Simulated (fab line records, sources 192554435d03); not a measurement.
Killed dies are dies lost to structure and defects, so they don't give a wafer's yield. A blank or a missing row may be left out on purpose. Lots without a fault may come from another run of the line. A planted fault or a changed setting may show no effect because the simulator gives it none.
Split-lot experiment | flow n5_finfet | 7 lots, 21 wafers read, on a route of 1938 steps

THE SPLIT
At N5_SD_EPI_P_COAT_03 (resist thk 150 nm), the setting spin_rpm was moved away from the recipe's 1500 rpm on 8 of the 21 wafers read, by -8.9% to +9.7%. The other wafers ran this setting at the recipe's value.

FROM THE SPLIT TO THE READING: what the file shows between them, 2 steps
- N5_SD_EPI_P_EBR_05
- N5_SD_EPI_P_SOFTBAKE_04: time 60 s

THE READING
CAR-ArF-block_of_SD_EPI_P_COAT_03.thk_nm (the simulator's own value, which no gauge read), in nm, at N5_SD_EPI_P_DESCUM_14 (chemistry O2, time 7.9 s). The file gives no usual value for it. The 13 wafers here that ran the recipe average 143.9 nm, standard deviation 0.57 nm.

wafer  | tool, chamber at the split | spin_rpm as run, rpm | against the recipe | CAR-ArF-block_of_SD_EPI_P_COAT_03.thk_nm, nm | against lot-mates on the recipe
L075.1 | litho_track-04, 0          | 1623                 | +8.2%              | 137.6                                        | -5.9
L075.3 | litho_track-04, 0          | 1500                 | recipe             | 143.4                                        | -
L075.5 | litho_track-04, 0          | 1500                 | recipe             | 143.6                                        | -
L078.3 | litho_track-04, 0          | 1500                 | recipe             | 143.6                                        | -
L078.4 | litho_track-04, 0          | 1500                 | recipe             | 143.6                                        | -
L078.6 | litho_track-04, 0          | 1366                 | -8.9%              | 150.6                                        | +7.0
L082.1 | litho_track-04, 0          | 1500                 | recipe             | 143                                          | -
L082.3 | litho_track-04, 0          | 1500                 | recipe             | 143.2                                        | -
L082.5 | litho_track-04, 0          | 1566                 | +4.4%              | 140                                          | -3.1
L083.4 | litho_track-02, 0          | 1500                 | recipe             | 144.6                                        | -
L083.5 | litho_track-02, 0          | 1500                 | recipe             | 145                                          | -
L083.6 | litho_track-02, 0          | 1500                 | recipe             | 144.2                                        | -
L084.1 | litho_track-03, 0          | 1500                 | recipe             | 144.2                                        | -
L084.4 | litho_track-03, 0          | 1645                 | +9.7%              | 137                                          | -7.2
L084.5 | litho_track-03, 0          | 1645                 | +9.7%              | 137.4                                        | -6.8
L087.1 | litho_track-04, 0          | 1616                 | +7.7%              | 138.4                                        | -5.2
L087.2 | litho_track-04, 0          | 1616                 | +7.7%              | 138.4                                        | -5.2
L087.4 | litho_track-04, 0          | 1500                 | recipe             | 143.6                                        | -
L093.1 | litho_track-04, 0          | 1500                 | recipe             | 144.6                                        | -
L093.4 | litho_track-04, 0          | 1378                 | -8.1%              | 150.2                                        | +5.9
L093.5 | litho_track-04, 0          | 1500                 | recipe             | 144                                          | -

THE FIT
A straight line over all 21 wafers: CAR-ArF-block_of_SD_EPI_P_COAT_03.thk_nm changes by -0.733 nm for each +1% of spin_rpm; r = -0.99; the points scatter about the line by 0.53 nm.
The same after taking each lot's own level away (the mean of its wafers on the recipe; 21 wafers): -0.724 nm for each +1%; r = -1.00; scatter 0.24 nm.
On that fit, the largest move of spin_rpm shifts the reading by 7 nm.
The lots' own levels span 143.10 to 144.60 nm, that is 2.6 times the standard deviation above.
So the lot-to-lot level changes the slope little: the two slopes agree.
Check: with one of the wafers moved furthest among these (+9.7%) left out of the fit, the line predicts -6.87 nm for it against its lot-mates. It came out at -7.2 nm against them.

OTHER SPLITS ON THESE WAFERS
These wafers also went through other splits before the reading. Each is held against what the fit with the lots' levels taken away leaves over:
other split on the same wafers    | wafers away from the commonest value | r with CAR-ArF-block_of_SD_EPI_P_COAT_03.thk_nm (lot level and that fit taken away)
N5_WELL_APT_COAT_19 spin_rpm      | 8                                    | +0.12
N5_WELL_APT_PEB_23 peb_time_s     | 8                                    | +0.04
N5_FIN_SAQP_SPACER1_ALD_24 temp_c | 6                                    | -0.17
N5_DUMMY_GATE_ETCH_42 bias_w      | 10                                   | +0.06
N5_SPACER0_ALD_00 ald_cycles      | 11                                   | +0.22

THE WHOLE CHAIN: every reading that the file lists as answering this split, in the file's order
step                  | what it does             | reading                                                                                   | change (the file's fit)               | r (the file's)
N5_SD_EPI_P_COAT_03   | resist thk 150 nm        | CAR-ArF-block_of_SD_EPI_P_COAT_03.thk_nm (the simulator's own value, which no gauge read) | -0.724 nm for each +1% of the setting | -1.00
N5_SD_EPI_P_DESCUM_14 | chemistry O2, time 7.9 s | CAR-ArF-block_of_SD_EPI_P_COAT_03.thk_nm (the simulator's own value, which no gauge read) | -0.727 nm for each +1% of the setting | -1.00

THE FILE'S OWN FIT
CAR-ArF-block_of_SD_EPI_P_COAT_03.thk_nm changes by -0.727 nm for each +1% of spin_rpm, r = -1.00.
